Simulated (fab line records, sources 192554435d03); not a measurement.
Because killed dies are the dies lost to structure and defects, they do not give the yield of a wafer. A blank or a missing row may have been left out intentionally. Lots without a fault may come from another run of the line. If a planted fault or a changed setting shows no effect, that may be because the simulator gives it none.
Which tool did it? / flow n5Finfet / 11 lots, 33 wafers sampled, at 2 steps of a route of 1938

## WHAT THE GAUGES SHOWED, per wafer
N5_MIM_BOT_LITHO_OVL_MEAS_11.
lot=L213; measured=day 14 01:53; on=overlay-01; MIM_BOT_OVL (nm)=-5 12 11
lot=L212; measured=day 14 19:27; on=overlay-02; MIM_BOT_OVL (nm)=-6 -6 -3
lot=L215; measured=day 15 03:07; on=overlay-01; MIM_BOT_OVL (nm)=11 9 9
lot=L216; measured=day 15 07:59; on=overlay-01; MIM_BOT_OVL (nm)=0 -4 -2
lot=L217; measured=day 15 18:05; on=overlay-01; MIM_BOT_OVL (nm)=0 -3 6
lot=L218; measured=day 16 06:55; on=overlay-02; MIM_BOT_OVL (nm)=-1 -2 -4
lot=L222; measured=day 17 07:58; on=overlay-02; MIM_BOT_OVL (nm)=-5 -1 0
lot=L224; measured=day 17 00:07; on=overlay-01; MIM_BOT_OVL (nm)=-10 -7 -10
lot=L227; measured=day 18 01:29; on=overlay-02; MIM_BOT_OVL (nm)=-8 -4 -8
lot=L225; measured=day 18 10:54; on=overlay-01; MIM_BOT_OVL (nm)=0 -5 -2
lot=L233; measured=day 19 18:51; on=overlay-02; MIM_BOT_OVL (nm)=-2 -3 -3

## EACH LOT AND THE TOOL THAT RAN IT (in order: tool; ch and the chambers of the sampled wafers; start)
lot=L213; N5_BEOL_M6_CVD_78=cvdCo-02 ch 0,2, day 11 03:46
lot=L212; N5_BEOL_M6_CVD_78=cvdCo-02 ch 0,1, day 11 21:16
lot=L215; N5_BEOL_M6_CVD_78=cvdCo-01 ch 0,1,2, day 12 01:01
lot=L216; N5_BEOL_M6_CVD_78=cvdCo-01 ch 1,2, day 12 05:23
lot=L217; N5_BEOL_M6_CVD_78=cvdCo-02 ch 0,1,2, day 12 18:54
lot=L218; N5_BEOL_M6_CVD_78=cvdCo-02 ch 1,2, day 13 04:17
lot=L222; N5_BEOL_M6_CVD_78=cvdCo-01 ch 0,1,2, day 13 20:39
lot=L224; N5_BEOL_M6_CVD_78=cvdCo-02 ch 0,1,2, day 13 21:01
lot=L227; N5_BEOL_M6_CVD_78=cvdCo-02 ch 0,1,2, day 14 19:53
lot=L225; N5_BEOL_M6_CVD_78=cvdCo-02 ch 1,2, day 15 02:34
lot=L233; N5_BEOL_M6_CVD_78=cvdCo-01 ch 1,2, day 16 06:23
- N5_BEOL_M6_CVD_78: deposits Co from CCTBA/H2, target thk 2 nm, time 142.3 s.

## WHAT THE TOOLS THEMSELVES READ (means of the sampled wafers that have a number; where no wafer has one, the mark that the record gives instead)
The record holds no such reading with a usual standard deviation.

## THE ANSWER, worked out from the rows above alone
Rule: the lots themselves supply what counts as usual. The widest of any qualifying gaps counts: lots, ordered by their means at a reading, are off when they make up no more than a third of the lots, leave a main group of 4 or more, and stand apart from it by 3 or more times the standard deviation of that group's means. If all means in a main group match to the digits the tables above print for the reading, that group is not used. A lot without any number at a reading at which 4 lots or more have one is off too. All remaining lots with rows at the step are treated as sound. The gauges are gone through in route order, then the tools' own readings, and for those a lot's mean is taken as printed above. The first step at which some lot is off is used, and at that step the reading that is off furthest; a lot without a number counts as furthest.
No lot is off on any of the readings shown, so nothing can be concluded from this.

## WHAT THE SIMULATOR HAD INSERTED
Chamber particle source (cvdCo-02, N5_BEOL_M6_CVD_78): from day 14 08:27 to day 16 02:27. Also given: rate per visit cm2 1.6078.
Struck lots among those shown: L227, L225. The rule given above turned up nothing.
